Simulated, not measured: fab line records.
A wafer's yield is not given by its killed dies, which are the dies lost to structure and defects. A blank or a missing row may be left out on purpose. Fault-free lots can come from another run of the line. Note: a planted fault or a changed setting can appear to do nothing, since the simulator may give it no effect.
What tool caused it?	flow n5 finfet	23 lots, 69 wafers sampled, at 6 steps of a route of 1938

## WHAT THE GAUGES READ, wafer by wafer
N5_BEOL_M6_CD_MEAS_18: pitch 80 nm, target cd 40 nm. Usual: 40.0 nm for cd nm, sd 0.44.
lot	measured	on	cd nm (nm)	flag
L074	day 8 17:56	cd sem-03	40.5 40.0 40.2	
L075	day 8 19:01	cd sem-01	39.7 39.5 40.2	
L076	day 8 23:44	cd sem-03	39.7 39.6 40.0	
L078	day 9 03:47	cd sem-02	40.4 40.0 40.6	
L077	day 9 07:27	cd sem-03	39.9 39.8 40.0	
L079	day 9 17:59	cd sem-01	40.2 40.5 39.7	
L080	day 10 04:45	cd sem-02	39.5 39.4 40.3	
L081	day 10 20:51	cd sem-01	40.0 39.8 40.0	
L084	day 10 21:52	cd sem-02	39.8 39.9 40.6	
L082	day 11 03:16	cd sem-03	40.5 40.2 40.3	
L083	day 11 03:25	cd sem-03	39.8 40.0 39.8	
L085	day 11 07:14	cd sem-02	39.9 39.8 39.8	
L087	day 11 07:14	cd sem-01	39.9 39.4 40.0	
L086	day 11 12:17	cd sem-01	40.9 40.1 39.4	
L089	day 12 12:55	cd sem-03	39.8 40.0 39.8	
L088	day 12 13:02	cd sem-02	40.5 40.0 40.5	
L090	day 12 18:24	cd sem-03	39.5 39.3 39.0	
L091	day 12 21:56	cd sem-01	40.0 40.0 39.4	
L092	day 12 22:05	cd sem-01	40.5 40.5 40.4	
L093	day 13 08:46	cd sem-02	40.6 41.2 40.8	
L095	day 13 14:38	cd sem-01	39.3 39.7 39.5	
L097	day 14 07:13	cd sem-02	40.3 40.2 39.9	
L096	day 14 22:52	cd sem-01	40.4 40.1 39.3	

N5_BEOL_M6_RS_MEAS_57: the measuring method here is four-point-probe. Usual: M6_RS typically reads 0.288 ohm/sq, with standard deviation 0.0074.
lot	measured	on	M6_RS (ohm/sq)	flag
L074	day 8 22:19	film metro-02	0.292 0.281 0.293	
L075	day 9 00:01	film metro-02	0.282 0.276 0.283	
L076	day 9 04:37	film metro-02	0.274 0.282 0.281	
L078	day 9 08:56	film metro-01	0.287 0.282 0.303	
L077	day 9 10:51	film metro-01	0.277 0.277 0.282	
L079	day 9 21:22	film metro-02	0.285 0.287 0.287	
L080	day 10 09:53	film metro-01	0.286 0.293 0.283	
L081	day 11 06:51	film metro-01	0.284 0.286 0.279	
L084	day 11 07:34	film metro-01	0.289 0.289 0.287	
L082	day 11 08:46	film metro-01	0.287 0.290 0.286	
L083	day 11 08:21	film metro-02	0.295 0.290 0.280	
L085	day 11 10:32	film metro-02	0.282 0.285 0.285	
L087	day 11 10:48	film metro-02	0.293 0.295 0.297	
L086	day 11 15:35	film metro-01	0.288 0.291 0.287	
L089	day 12 19:21	film metro-01	0.304 0.307 0.298	
L088	day 12 21:34	film metro-01	0.284 0.281 0.280	
L090	day 12 23:31	film metro-01	0.281 0.299 0.286	
L091	day 13 01:31	film metro-02	0.296 0.289 0.302	
L092	day 13 02:20	film metro-01	0.295 0.298 0.303	
L093	day 13 14:14	film metro-01	0.292 0.288 0.283	
L095	day 13 20:52	film metro-02	0.283 0.277 0.282	
L097	day 14 13:44	film metro-02	0.299 0.297 0.296	
L096	day 15 06:08	film metro-01	0.290 0.303 0.297	

## EACH LOT AND THE TOOL THAT RAN IT (in order: tool; ch and the chambers of the sampled wafers; start)
lot	N5_BEOL_M5_STRIP_91	N5_BEOL_M6_STRIP_67	N5_BEOL_M6_ETCH_41	N5_BEOL_M6_STRIP_80
L074	rie diel-01 ch 0,1,3, day 8 17:43 or earlier	rie diel-06 ch 1,2, day 8 17:43	rie diel-02 ch 1,2,3, day 8 22:19 or earlier	rie diel-02 ch 1,2,3, day 8 22:19 or earlier
L075	rie diel-04 ch 0,1,3, day 8 18:47 or earlier	rie diel-05 ch 0,1,2, day 8 18:47	rie diel-06 ch 0,1,3, day 9 00:01 or earlier	rie diel-06 ch 0,1,3, day 9 00:01 or earlier
L076	rie diel-01 ch 0,1,3, day 8 23:29 or earlier	rie diel-02 ch 0,2, day 8 23:29	rie diel-05 ch 0,1,3, day 9 04:37 or earlier	rie diel-05 ch 0,1,3, day 9 04:37 or earlier
L078	rie diel-01 ch 0,3, day 9 03:33 or earlier	rie diel-05 ch 1,2,3, day 9 03:33	rie diel-02 ch 0,3, day 9 08:56 or earlier	rie diel-02 ch 0,3, day 9 08:56 or earlier
L077	rie diel-01 ch 0,1, day 9 06:59 or earlier	rie diel-06 ch 0,1,2, day 9 06:59	rie diel-06 ch 2,3, day 9 10:51 or earlier	rie diel-06 ch 2,3, day 9 10:51 or earlier
L079	rie diel-04 ch 0,2, day 9 17:46 or earlier	rie diel-05 ch 0,2,3, day 9 17:46	rie diel-05 ch 0,1,2, day 9 21:22 or earlier	rie diel-05 ch 0,1,2, day 9 21:22 or earlier
L080	rie diel-03 ch 0,1,3, day 10 04:32 or earlier	rie diel-05 ch 0,1,2, day 10 04:32	rie diel-06 ch 1,2,3, day 10 09:53 or earlier	rie diel-06 ch 1,2,3, day 10 09:53 or earlier
L081	rie diel-04 ch 1,2, day 10 20:23 or earlier	rie diel-06 ch 0,2, day 10 20:23	rie diel-06 ch 0,1, day 11 06:51 or earlier	rie diel-06 ch 0,1, day 11 06:51 or earlier
L084	rie diel-01 ch 0,1, day 10 21:39 or earlier	rie diel-05 ch 1,2,3, day 10 21:39	rie diel-05 ch 2,3, day 11 07:34 or earlier	rie diel-05 ch 2,3, day 11 07:34 or earlier
L082	rie diel-03 ch 1,3, day 11 02:59 or earlier	rie diel-02 ch 0,1, day 11 02:59	rie diel-05 ch 0,3, day 11 08:46 or earlier	rie diel-05 ch 0,3, day 11 08:46 or earlier
L083	rie diel-01 ch 1,2,3, day 11 03:12 or earlier	rie diel-05 ch 0,1,2, day 11 03:12	rie diel-05 ch 0,1,3, day 11 08:21 or earlier	rie diel-05 ch 0,1,3, day 11 08:21 or earlier
L085	rie diel-01 ch 0,1,3, day 11 06:49 or earlier	rie diel-02 ch 1,2,3, day 11 06:49	rie diel-05 ch 1,2, day 11 10:32 or earlier	rie diel-05 ch 1,2, day 11 10:32 or earlier
L087	rie diel-03 ch 2,3, day 11 06:50 or earlier	rie diel-05 ch 2,3, day 11 06:50	rie diel-06 ch 1,2,3, day 11 10:48 or earlier	rie diel-06 ch 1,2,3, day 11 10:48 or earlier
L086	rie diel-01 ch 1,2,3, day 11 11:55 or earlier	rie diel-05 ch 1,2,3, day 11 11:55	rie diel-05 ch 1,2,3, day 11 15:35 or earlier	rie diel-05 ch 1,2,3, day 11 15:35 or earlier
L089	rie diel-01 ch 0,1,2, day 12 12:35 or earlier	rie diel-05 ch 0,1,2, day 12 12:35	rie diel-02 ch 0,1,2, day 12 19:21 or earlier	rie diel-02 ch 0,1,2, day 12 19:21 or earlier
L088	rie diel-03 ch 1,2, day 12 12:49 or earlier	rie diel-02 ch 0,2,3, day 12 12:49	rie diel-05 ch 0,1,2, day 12 21:34 or earlier	rie diel-05 ch 0,1,2, day 12 21:34 or earlier
L090	rie diel-03 ch 0,2,3, day 12 18:11 or earlier	rie diel-02 ch 2,3, day 12 18:11	rie diel-06 ch 0,1,2, day 12 23:31 or earlier	rie diel-06 ch 0,1,2, day 12 23:31 or earlier
L091	rie diel-01 ch 1,2,3, day 12 21:38 or earlier	rie diel-05 ch 1,3, day 12 21:38	rie diel-02 ch 1,2,3, day 13 01:31 or earlier	rie diel-02 ch 1,2,3, day 13 01:31 or earlier
L092	rie diel-03 ch 0,1,3, day 12 21:52 or earlier	rie diel-02 ch 0,1,3, day 12 21:52	rie diel-02 ch 1,2,3, day 13 02:20 or earlier	rie diel-02 ch 1,2,3, day 13 02:20 or earlier
L093	rie diel-01 ch 1,2,3, day 13 08:32 or earlier	rie diel-05 ch 0,1,3, day 13 08:32	rie diel-06 ch 1,3, day 13 14:14 or earlier	rie diel-06 ch 1,3, day 13 14:14 or earlier
L095	rie diel-04 ch 0,2, day 13 14:19 or earlier	rie diel-06 ch 1,3, day 13 14:19	rie diel-05 ch 0,3, day 13 20:52 or earlier	rie diel-05 ch 0,3, day 13 20:52 or earlier
L097	rie diel-01 ch 0,2,3, day 14 06:59 or earlier	rie diel-06 ch 0,2,3, day 14 06:59	rie diel-06 ch 0,1,2, day 14 13:44 or earlier	rie diel-06 ch 0,1,2, day 14 13:44 or earlier
L096	rie diel-03 ch 1,2,3, day 14 22:34 or earlier	rie diel-05 ch 0,1,3, day 14 22:34	rie diel-06 ch 0,1,3, day 15 06:08 or earlier	rie diel-06 ch 0,1,3, day 15 06:08 or earlier
- N5_BEOL_M5_STRIP_91: strips in N2/H2, time 10 s.
- N5_BEOL_M6_STRIP_67: strips in CF4.
- N5_BEOL_M6_ETCH_41: etches SiCN in CH3F/O2, target depth 29.7 nm, time 52 s.
- N5_BEOL_M6_STRIP_80: strips in N2/H2, time 10 s.

## WHAT THE TOOLS THEMSELVES READ (means of the sampled wafers that have a number; where no wafer has one, the mark that the record gives instead)
N5_BEOL_M5_STRIP_91. Usual: drypump motor current A 5.5 A, standard deviation 0.41; n2 flow sccm 200.1 sccm, standard deviation 0.58; oes product au 0.83 a.u., standard deviation 0.072; rf vpp V 59.3 V, standard deviation 0.88; showerhead plenum p Torr 2.59 Torr, standard deviation 0.092; throttle valve pct 23.65 %, standard deviation 0.27.
lot	tool	drypump motor current A (A)	n2 flow sccm (sccm)	oes product au (a.u.)	rf vpp V (V)	showerhead plenum p Torr (Torr)	throttle valve pct (%)	flag
L074	rie diel-01	5.5	200.0	0.88	59.4	2.66	23.51	
L075	rie diel-04	6.0	200.5	0.74	58.7	2.50	23.61	
L076	rie diel-01	5.5	199.4	0.87	59.6	2.65	23.51	
L078	rie diel-01	5.2	200.1	0.88	60.2	2.65	23.81	
L077	rie diel-01	5.4	199.9	0.88	59.5	2.69	23.65	
L079	rie diel-04	5.8	199.9	0.67	59.5	2.60	23.73	
L080	rie diel-03	5.3	200.4	0.79	58.6	2.48	23.70	
L081	rie diel-04	5.7	199.8	0.76	58.6	2.51	23.56	
L084	rie diel-01	5.3	199.7	0.85	59.8	2.69	23.68	
L082	rie diel-03	5.2	199.8	0.84	58.3	2.50	23.73	
L083	rie diel-01	5.6	200.1	0.89	58.9	2.59	23.40	
L085	rie diel-01	5.5	200.3	0.84	59.6	2.65	23.55	
L087	rie diel-03	4.9	199.7	0.81	59.4	2.53	23.87	
L086	rie diel-01	5.7	200.3	0.88	58.8	2.59	23.40	
L089	rie diel-01	5.6	200.2	0.87	59.2	2.62	23.55	
L088	rie diel-03	5.6	200.5	0.81	59.3	2.63	23.85	
L090	rie diel-03	5.2	200.2	0.84	59.5	2.61	23.76	
L091	rie diel-01	5.6	199.9	0.86	58.6	2.58	23.42	
L092	rie diel-03	5.3	200.3	0.85	59.1	2.58	23.62	
L093	rie diel-01	5.6	199.6	0.85	58.9	2.58	23.43	
L095	rie diel-04	5.8	199.6	0.95	58.8	2.59	23.40	
L097	rie diel-01	5.3	200.0	0.85	59.7	2.57	23.74	
L096	rie diel-03	5.4	199.6	0.80	58.5	2.56	23.81	

N5_BEOL_M6_STRIP_67. Usual: drypump motor current A 5.8 A, standard deviation 0.39; oes product au 0.80 a.u., standard deviation 0.089; rf vpp V 270.4 V, standard deviation 1.3; showerhead plenum p Torr 1.76 Torr, standard deviation 0.042; throttle valve pct 13.61 %, standard deviation 0.29.
lot	tool	drypump motor current A (A)	oes product au (a.u.)	rf vpp V (V)	showerhead plenum p Torr (Torr)	throttle valve pct (%)	flag
L074	rie diel-06	5.9	0.87	269.2	1.77	13.35	
L075	rie diel-05	5.6	0.90	270.5	1.78	13.37	
L076	rie diel-02	6.0	0.72	269.7	1.75	13.87	
L078	rie diel-05	5.7	0.85	270.8	1.79	13.49	
L077	rie diel-06	5.9	0.86	272.0	1.77	13.46	
L079	rie diel-05	5.9	0.81	270.4	1.78	13.55	
L080	rie diel-05	5.6	0.88	271.0	1.77	13.39	
L081	rie diel-06	5.9	0.90	271.1	1.76	13.26	
L084	rie diel-05	5.7	0.83	269.3	1.78	13.53	
L082	rie diel-02	5.3	0.71	270.0	1.71	13.73	
L083	rie diel-05	5.6	0.87	270.3	1.77	13.42	
L085	rie diel-02	5.8	0.71	270.6	1.76	13.99	
L087	rie diel-05	5.9	0.75	271.3	1.79	13.70	
L086	rie diel-05	5.7	0.82	270.4	1.78	13.54	
L089	rie diel-05	5.7	0.85	270.8	1.77	13.45	
L088	rie diel-02	6.0	0.70	270.6	1.75	14.06	
L090	rie diel-02	6.1	0.70	269.7	1.75	14.18	
L091	rie diel-05	5.5	0.95	270.5	1.76	13.29	
L092	rie diel-02	5.7	0.69	269.7	1.70	13.93	
L093	rie diel-05	5.5	0.87	270.4	1.75	13.37	
L095	rie diel-06	6.1	0.72	270.4	1.76	13.85	
L097	rie diel-06	6.0	0.81	270.6	1.74	13.51	
L096	rie diel-05	5.5	0.85	269.9	1.74	13.39	

N5_BEOL_M6_ETCH_41. Usual: drypump motor current A 5.8 A, standard deviation 0.38; oes product au 0.79 a.u., standard deviation 0.086; rf vpp V 296.5 V, standard deviation 1.4; showerhead plenum p Torr 1.96 Torr, standard deviation 0.048; throttle valve pct 16.35 %, standard deviation 0.27.
lot	tool	drypump motor current A (A)	oes product au (a.u.)	rf vpp V (V)	showerhead plenum p Torr (Torr)	throttle valve pct (%)	flag
L074	rie diel-02	5.7	0.73	295.7	1.96	16.66	
L075	rie diel-06	6.0	0.80	295.7	1.95	16.37	
L076	rie diel-05	5.5	0.83	296.6	1.96	16.23	
L078	rie diel-02	6.0	0.71	295.1	1.90	16.74	
L077	rie diel-06	6.0	0.88	296.5	1.95	16.05	
L079	rie diel-05	5.7	0.89	296.8	1.98	16.17	
L080	rie diel-06	6.0	0.79	296.8	1.95	16.28	
L081	rie diel-06	5.9	0.84	296.2	1.96	16.31	
L084	rie diel-05	6.0	0.82	298.0	2.02	16.36	
L082	rie diel-05	5.7	0.74	295.5	1.96	16.38	
L083	rie diel-05	5.5	0.80	296.2	1.95	16.25	
L085	rie diel-05	5.8	0.88	297.3	2.01	16.25	
L087	rie diel-06	6.0	0.79	296.4	1.95	16.31	
L086	rie diel-05	5.7	0.82	297.8	1.99	16.31	
L089	rie diel-02	5.7	0.70	295.3	1.95	16.60	
L088	rie diel-05	5.7	0.84	297.0	1.97	16.23	
L090	rie diel-06	5.9	0.82	296.2	1.96	16.24	
L091	rie diel-02	5.7	0.71	296.5	1.95	16.73	
L092	rie diel-02	5.7	0.69	296.0	1.95	16.72	
L093	rie diel-06	6.1	0.72	296.1	1.93	16.53	
L095	rie diel-05	5.6	0.86	296.5	1.94	16.15	
L097	rie diel-06	5.9	0.81	296.3	1.95	16.26	
L096	rie diel-06	6.0	0.75	295.9	1.94	16.47	

N5_BEOL_M6_STRIP_80. Usual: drypump motor current A 5.8 A, standard deviation 0.37; n2 flow sccm 200.0 sccm, standard deviation 0.62; oes product au 0.80 a.u., standard deviation 0.088; rf vpp V 59.0 V, standard deviation 0.93; showerhead plenum p Torr 2.49 Torr, standard deviation 0.062; throttle valve pct 23.7 %, standard deviation 0.32.
lot	tool	drypump motor current A (A)	n2 flow sccm (sccm)	oes product au (a.u.)	rf vpp V (V)	showerhead plenum p Torr (Torr)	throttle valve pct (%)	flag
L074	rie diel-02	5.8	200.4	0.73	58.5	2.49	23.9	
L075	rie diel-06	6.0	200.1	0.80	58.8	2.48	23.8	
L076	rie diel-05	5.5	200.3	0.83	58.9	2.49	23.6	
L078	rie diel-02	6.0	200.3	0.70	58.3	2.41	24.0	
L077	rie diel-06	6.0	199.9	0.88	58.7	2.46	23.3	
L079	rie diel-05	5.7	200.6	0.89	59.3	2.52	23.6	
L080	rie diel-06	6.0	199.9	0.80	59.3	2.48	23.7	
L081	rie diel-06	5.9	200.0	0.83	59.8	2.50	23.7	
L084	rie diel-05	6.0	200.4	0.82	59.1	2.56	23.6	
L082	rie diel-05	5.7	199.9	0.74	59.2	2.48	23.6	
L083	rie diel-05	5.5	200.3	0.81	58.7	2.48	23.6	
L085	rie diel-05	5.9	200.0	0.88	59.5	2.56	23.6	
L087	rie diel-06	6.0	199.9	0.79	58.6	2.47	23.7	
L086	rie diel-05	5.7	199.4	0.82	59.3	2.52	23.6	
L089	rie diel-02	5.7	199.9	0.69	58.9	2.47	23.9	
L088	rie diel-05	5.7	199.8	0.84	60.4	2.51	23.6	
L090	rie diel-06	5.9	199.9	0.82	59.4	2.49	23.6	
L091	rie diel-02	5.7	199.9	0.69	58.5	2.48	24.0	
L092	rie diel-02	5.8	200.3	0.70	59.4	2.47	24.0	
L093	rie diel-06	6.1	199.4	0.72	58.3	2.45	23.9	
L095	rie diel-05	5.7	200.1	0.85	58.3	2.47	23.5	
L097	rie diel-06	5.9	200.3	0.81	59.0	2.48	23.7	
L096	rie diel-06	6.0	199.6	0.75	58.6	2.46	23.9	

## THE ANSWER, worked out from the rows above alone
Rule: a lot counts as off when the mean over its wafers that have a number is more than 3 standard deviations away from the usual mean. Also off: a lot with no number at a reading for which 4 or more lots have one. The other lots that the step has rows for count as sound. After the gauges, taken in route order, come the tools' own readings; for these a lot's mean is taken, as printed above. The first step at which some lot is off is used, and at that step the reading that is off furthest; a lot without a number counts as furthest.
No lot is off on any of the readings shown, so nothing can be concluded from this.

## WHAT THE SIMULATOR HAD INSERTED
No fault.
